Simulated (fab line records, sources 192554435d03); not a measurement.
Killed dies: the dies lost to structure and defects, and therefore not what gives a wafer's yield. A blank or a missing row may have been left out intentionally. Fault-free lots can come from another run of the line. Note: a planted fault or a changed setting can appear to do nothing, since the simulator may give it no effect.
fab line records ; flow n5_finfet
[record] lots = 12; wafers = 35; last_day = 17
route steps=1938 shown BEOL_M11@1599 BEOL_M12@1624 PASSIVATION@1936
lots that met no fault: taken from a fault-free run of the same line
start_h: hours from the record's first day to the start of the lot's first wafer shown ; wait_h: hours since the lot's step before ; " unchanged from the row above ; L1.1+2: a single row standing in for several wafers ; - value missing, or start not given ; * or withheld: withheld ; < > ~ a bound
route shown NAME@n: a module of which the file shows steps, and the number in the route of the first ; usual: the fault-free wafers' mean and standard deviation ; same: alike in all rows ; chamber/n: place in a boat ; sites: each site's reading ; _std_site: standard deviation across them ; _edge_site: outer sites' mean less inner sites' ; radius_mm: for every site, how far away it sits from the centre of the wafer ; mask NAME#n: copy n ; behind: tool/chamber where the wafer was last shaped ; hold: why the lot was held/for how many hours/how that ended ; device: which transistor (n, p or np) failed to switch ; end of line: the route-end tests of the same wafers ; a step with no rows: only its recipe ; killed: the dies lost at the first sort to structure and to defects; this is not the yield of the wafer ; map: shows each die of a wafer: x if killed, . if not, _ if none is there
set.NAME: the run value of the setting; set.NAME@STEP: its run value at that earlier step ; model.NAME: the simulator's own value behind a step, which no gauge read
the route's steps for a sample of lots (tables are steps, rows are wafers)
services: from which hour (start_h, from the record's first day; less than 0 if before it) a tool's chamber was out of use, for how many hours, and why
[[steps]]
[step N5_BEOL_M11_DEP_56]
[recipe] material = SiCN; target_thk_a = 300; temp_c = withheld; precursor = 3MS/NH3; pressure_torr = 3; rf_w = 675; time_s = 10.5
[usual] showerhead_plenum_p_Torr = 4.166/0.023; throttle_valve_pct = 18.5/0.99
lot.wafer;tool;chamber;start_h;wait_h;showerhead_plenum_p_Torr;throttle_valve_pct
L445.3;pecvd-01;2;218.72;0.0;4.197;19.1
L445.4;pecvd-01;2;218.72;0.0;4.170;18.7
L445.5;pecvd-01;1;218.72;0.0;4.183;18.3
L451.2;pecvd-02;0;258.84;0.0;4.150;18.5
L451.4;pecvd-02;1;258.84;0.0;4.152;19.2
L451.6;pecvd-02;0;258.84;0.0;4.141;18.5
L452.2;pecvd-02;2;271.35;0.0;4.130;16.9
L452.3;pecvd-02;0;271.35;0.0;4.154;18.7
L452.4;pecvd-02;2;271.35;0.0;4.122;17.1
L453.2;pecvd-01;0;280.79;0.0;4.215;19.5
L453.3;pecvd-01;2;280.79;0.0;4.184;19.0
L453.6;pecvd-01;1;280.79;0.0;4.178;17.7
L458.1;pecvd-03;0;310.17;0.0;4.163;18.5
L458.2;pecvd-03;2;310.17;0.0;4.159;17.0
L458.3;pecvd-03;1;310.17;0.0;4.180;19.6
L459.1;pecvd-02;1;314.08;0.0;4.141;19.3
L459.4;pecvd-02;0;314.08;0.0;4.152;18.7
L459.5;pecvd-02;2;314.08;0.0;4.113;17.2
L461.3;pecvd-02;1;327.52;0.0;4.147;19.4
L461.5;pecvd-02;2;327.52;0.0;4.116;17.3
L462.1;pecvd-01;2;331.99;0.0;4.171;19.2
L462.3;pecvd-01;1;331.99;0.0;4.183;18.2
L462.5;pecvd-01;0;331.99;0.0;4.214;19.7
L463.2;pecvd-03;1;336.48;0.0;4.192;19.5
L463.4;pecvd-03;1;336.48;0.0;4.182;19.7
L463.5;pecvd-03;2;336.48;0.0;4.151;17.0
L464.3;pecvd-01;2;345.86;0.0;4.184;19.2
L464.5;pecvd-01;0;345.86;0.0;4.221;19.6
L464.6;pecvd-01;1;345.86;0.0;4.185;18.2
L466.1;pecvd-03;0;354.58;0.0;4.154;18.0
L466.2;pecvd-03;1;354.58;0.0;4.180;19.7
L466.4;pecvd-03;1;354.58;0.0;4.183;19.8
L468.2;pecvd-03;0;363.96;0.0;4.155;18.5
L468.5;pecvd-03;0;363.96;0.0;4.153;18.0
L468.6;pecvd-03;1;363.96;0.0;4.175;19.7
[step N5_BEOL_M11_INSPECT_58]
[recipe] inspect_instrument = darkfield; mode = post_dep
[usual] raw_defect_count = 74/25
lot.wafer;tool;chamber;start_h;wait_h;raw_defect_count
L445.3;defect_inspect-02;-;218.81;0.0;63
L445.4;defect_inspect-02;-;218.81;0.0;73
L445.5;defect_inspect-02;-;218.81;0.0;79
L451.2;defect_inspect-02;-;258.93;0.0;44
L451.4;defect_inspect-02;-;258.93;0.0;84
L451.6;defect_inspect-02;-;258.93;0.0;61
L452.2;defect_inspect-02;-;271.45;0.0;58
L452.3;defect_inspect-02;-;271.45;0.0;56
L452.4;defect_inspect-02;-;271.45;0.0;58
L453.2;defect_inspect-01;-;280.88;0.0;56
L453.3;defect_inspect-01;-;280.88;0.0;96
L453.6;defect_inspect-01;-;280.88;0.0;74
L458.1;defect_inspect-01;-;310.26;0.0;68
L458.2;defect_inspect-01;-;310.26;0.0;55
L458.3;defect_inspect-01;-;310.26;0.0;59
L459.1;defect_inspect-02;-;314.17;0.0;157
L459.4;defect_inspect-02;-;314.17;0.0;108
L459.5;defect_inspect-02;-;314.17;0.0;139
L461.3;defect_inspect-02;-;327.61;0.0;57
L461.5;defect_inspect-02;-;327.61;0.0;102
L462.1;defect_inspect-02;-;332.08;0.0;43
L462.3;defect_inspect-02;-;332.08;0.0;64
L462.5;defect_inspect-02;-;332.08;0.0;43
L463.2;defect_inspect-02;-;336.57;0.0;60
L463.4;defect_inspect-02;-;336.57;0.0;88
L463.5;defect_inspect-02;-;336.57;0.0;59
L464.3;defect_inspect-02;-;345.95;0.0;106
L464.5;defect_inspect-02;-;345.95;0.0;56
L464.6;defect_inspect-02;-;345.95;0.0;69
L466.1;defect_inspect-01;-;354.67;0.0;91
L466.2;defect_inspect-01;-;354.67;0.0;95
L466.4;defect_inspect-01;-;354.67;0.0;122
L468.2;defect_inspect-01;-;364.06;0.0;88
L468.5;defect_inspect-01;-;364.06;0.0;71
L468.6;defect_inspect-01;-;364.06;0.0;145
[step N5_BEOL_M12_COAT_66]
[recipe] resist = SiARC; temp_c = 220; time_s = 60; spin_rpm = 1500; resist_thk_nm = 110
[usual] spin_speed_rpm = 1500.2/1.2
lot.wafer;tool;chamber;start_h;wait_h;spin_speed_rpm
L445.3;litho_track-03;0;220.11;-;1500.4
L445.4;litho_track-03;0;220.11;-;1501.4
L445.5;litho_track-03;0;220.11;-;1499.7
L451.2;litho_track-03;0;260.15;-;1649.3
L451.4;litho_track-03;0;260.15;-;1649.4
L451.6;litho_track-03;0;260.15;-;1648.6
L452.2;litho_track-03;0;272.54;-;1645.6
L452.3;litho_track-03;0;272.54;-;1648.3
L452.4;litho_track-03;0;272.54;-;1648.5
L453.2;litho_track-02;0;282.24;-;1500.3
L453.3;litho_track-02;0;282.24;-;1501.8
L453.6;litho_track-02;0;282.24;-;1500.1
L458.1;litho_track-02;0;311.48;-;1500.7
L458.2;litho_track-02;0;311.48;-;1501.0
L458.3;litho_track-02;0;311.48;-;1499.8
L459.1;litho_track-02;0;315.39;-;1501.8
L459.4;litho_track-02;0;315.39;-;1500.7
L459.5;litho_track-02;0;315.39;-;1499.4
L461.3;litho_track-02;0;328.71;-;1500.3
L461.5;litho_track-02;0;328.71;-;1499.1
L462.1;litho_track-03;0;333.17;-;1500.3
L462.3;litho_track-03;0;333.17;-;1500.2
L462.5;litho_track-03;0;333.17;-;1501.6
L463.2;litho_track-02;0;337.68;-;1497.9
L463.4;litho_track-02;0;337.68;-;1498.8
L463.5;litho_track-02;0;337.68;-;1500.0
L464.3;litho_track-02;0;347.04;-;1499.2
L464.5;litho_track-02;0;347.04;-;1500.2
L464.6;litho_track-02;0;347.04;-;1501.9
L466.1;litho_track-03;0;355.77;-;1498.9
L466.2;litho_track-03;0;355.77;-;1501.0
L466.4;litho_track-03;0;355.77;-;1498.3
L468.2;litho_track-02;0;365.28;-;1500.8
L468.5;litho_track-02;0;365.28;-;1500.3
L468.6;litho_track-02;0;365.28;-;1501.0
[step N5_BEOL_M12_CD_MEAS_28]
[recipe] target_cd_nm = 160.2; landing_energy_ev = 500; detector = se_inlens; polarity = opening
[usual] cd_nm = 161.2/2
lot.wafer;tool;chamber;start_h;wait_h;cd_nm
L445.3;cd_sem-02;0;220.53;-;161.2
L445.4;cd_sem-02;0;220.53;-;164.1
L445.5;cd_sem-02;0;220.53;-;161.5
L451.2;cd_sem-02;0;260.43;-;161.9
L451.4;cd_sem-02;0;260.43;-;165.3
L451.6;cd_sem-02;0;260.43;-;160.6
L452.2;cd_sem-01;0;272.96;-;161.2
L452.3;cd_sem-01;0;272.96;-;164.1
L452.4;cd_sem-01;0;272.96;-;163.7
L453.2;cd_sem-02;0;282.66;-;162.2
L453.3;cd_sem-02;0;282.66;-;161.8
L453.6;cd_sem-02;0;282.66;-;160.3
L458.1;cd_sem-01;0;311.89;-;160.3
L458.2;cd_sem-01;0;311.89;-;161.4
L458.3;cd_sem-01;0;311.89;-;156.2
L459.1;cd_sem-02;0;315.80;-;162.2
L459.4;cd_sem-02;0;315.80;-;161.3
L459.5;cd_sem-02;0;315.80;-;163.5
L461.3;cd_sem-01;0;329.12;-;158.4
L461.5;cd_sem-01;0;329.12;-;160.1
L462.1;cd_sem-03;0;333.45;-;161.7
L462.3;cd_sem-03;0;333.45;-;164.3
L462.5;cd_sem-03;0;333.45;-;162.4
L463.2;cd_sem-01;0;337.97;-;164.5
L463.4;cd_sem-01;0;337.97;-;158.6
L463.5;cd_sem-01;0;337.97;-;163.4
L464.3;cd_sem-03;0;347.33;-;163.7
L464.5;cd_sem-03;0;347.33;-;160.2
L464.6;cd_sem-03;0;347.33;-;161.4
L466.1;cd_sem-02;0;356.18;-;159.2
L466.2;cd_sem-02;0;356.18;-;160.2
L466.4;cd_sem-02;0;356.18;-;157.7
L468.2;cd_sem-02;0;365.57;-;163.1
L468.5;cd_sem-02;0;365.57;-;162.1
L468.6;cd_sem-02;0;365.57;-;159.1
[step N5_PASSIVATION_PROBE_49]
[usual] defect_limited_yield = 91.4/1.4; killed_at_M0_to_M3 = 34/8.9; killed_at_M4_up = 13/4.6; killed_at_contacts = 12/5.5; killed_at_front_end = 41/11; killed_at_other = 3.1/2.9; killed_dies = 102/16; killed_open = 66/11; killed_short = 34/7.6; sort_bin_5_function = 5.1/0.89; sort_bin_6_memory = 3.2/0.61; sort_bin_8_speed = 0.02/0.12; sort_n_pass = 1078/16
[same] gross_dies = 1180; killed_at_back_side = 0; sort_bin_4_leakage[%] = 0
lot.wafer;tool;chamber;start_h;wait_h;defect_limited_yield[%];killed_at_M0_to_M3;killed_at_M4_up;killed_at_contacts;killed_at_front_end;killed_at_other;killed_dies;killed_open;killed_short;sort_bin_5_function[%];sort_bin_6_memory[%];sort_bin_8_speed[%];sort_n_pass
L451.2;prober-01;-;297.28;0.1;89.5;35;12;13;61;3;124;78;40;6.3;3.4;0;1056
L451.4;prober-01;-;297.38;0.2;90.5;40;13;21;34;4;112;70;42;5.3;4.0;0;1068
L451.6;prober-01;-;297.48;0.3;92.9;20;19;2;41;2;84;62;18;4.2;2.3;0.08;1095
L461.3;prober-02;-;362.56;0.1;93.5;32;14;7;21;3;77;46;29;4.4;1.9;0;1103
L461.5;prober-02;-;362.66;0.2;91.4;34;24;7;34;2;101;70;26;4.8;3.3;0;1079
// killed by level:class
L451.2 STI_FIN_REVEAL:geometric_particle:open=14 MOL_CONTACT_COAG:geometric_particle:open=11 FIN_SAQP:geometric_particle:short=8 BEOL_M0_SAQP:geometric_particle:short=8 BEOL_M0_SAQP:geometric_particle:open=8 BEOL_M1:geometric_particle:open=8 FIN_SAQP:geometric_particle:open=7 BEOL_M2:geometric_particle:open=7
L451.4 BEOL_M0_SAQP:geometric_particle:short=12 MOL_CONTACT_COAG:geometric_particle:open=11 MOL_CONTACT_COAG:geometric_particle:short=10 BEOL_M0_SAQP:geometric_particle:open=9 BEOL_M4:geometric_particle:open=9 BEOL_M2:geometric_particle:open=8 FIN_SAQP:geometric_particle:open=6 STI_FIN_REVEAL:geometric_particle:open=6
L451.6 STI_FIN_REVEAL:geometric_particle:open=16 BEOL_M4:geometric_particle:open=13 BEOL_M0_SAQP:geometric_particle:open=6 BEOL_M2:geometric_particle:open=6 STI_FIN_REVEAL:geometric_particle:short=4 BEOL_M1:geometric_particle:open=4 HKMG_FIN:area_etch=4 GATE_CUT:geometric_particle:short=3
L461.3 BEOL_M0_SAQP:geometric_particle:open=9 MOL_CONTACT_COAG:geometric_particle:open=7 BEOL_M0_SAQP:geometric_particle:short=7 BEOL_M4:geometric_particle:open=7 FIN_SAQP:geometric_particle:open=4 BEOL_M3:geometric_particle:open=4 FIN_SAQP:geometric_particle:short=3 BEOL_M1:geometric_particle:open=3
L461.5 BEOL_M4:geometric_particle:open=15 BEOL_M1:geometric_particle:open=11 STI_FIN_REVEAL:geometric_particle:open=7 FIN_SAQP:geometric_particle:open=6 MOL_CONTACT_COAG:geometric_particle:open=6 BEOL_M0_SAQP:geometric_particle:short=6 BEOL_M3:geometric_particle:open=5 GATE_CUT:geometric_particle:short=5
[[services]]
tool;chamber;start_h;hours;kind
pecvd-01;0;199.65;2.1;scheduled_down
pecvd-03;2;202.38;-;clean
pecvd-03;2;202.38;-;consumable_replace:showerhead
pecvd-03;2;202.38;29.0;scheduled_down
pecvd-03;2;202.38;29.0;vent_cycle
pecvd-01;0;225.32;5.5;scheduled_down
pecvd-02;1;261.67;13.0;repair
pecvd-03;-;262.39;14.6;pm
pecvd-01;-;271.15;6.0;pm
pecvd-02;0;281.59;5.5;scheduled_down
pecvd-03;1;281.75;5.5;scheduled_down
pecvd-03;0;282.40;9.6;repair
pecvd-03;2;311.14;10.7;repair
litho_track-03;-;312.00;-;consumable_replace:filter
pecvd-02;2;337.95;5.5;scheduled_down
pecvd-03;2;345.59;2.1;scheduled_down
pecvd-02;-;348.21;5.5;pm
pecvd-03;1;355.53;5.0;scheduled_down
pecvd-03;2;363.41;5.5;scheduled_down
[[key]]
[first_sign] step = N5_BEOL_M12_COAT_66; reading = spin_speed_rpm; direction = up; sigmas = 99+; usual = *; struck = *
effect none on later readings
met_at N5_BEOL_M12_COAT_66
struck_lots L451,L452
not_acting_at N5_BEOL_M11_DEP_56,N5_BEOL_M11_INSPECT_58,N5_BEOL_M12_CD_MEAS_28
onset_between 220.11 260.15
[fault] kind = process_parameter_drift; tool = litho_track-03; chamber = -; onset_h = 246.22; steps = N5_BEOL_M12_COAT_66; channel = spin_rpm; offset = *; shape = step; end_h = 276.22; acts_in = *; stated = *
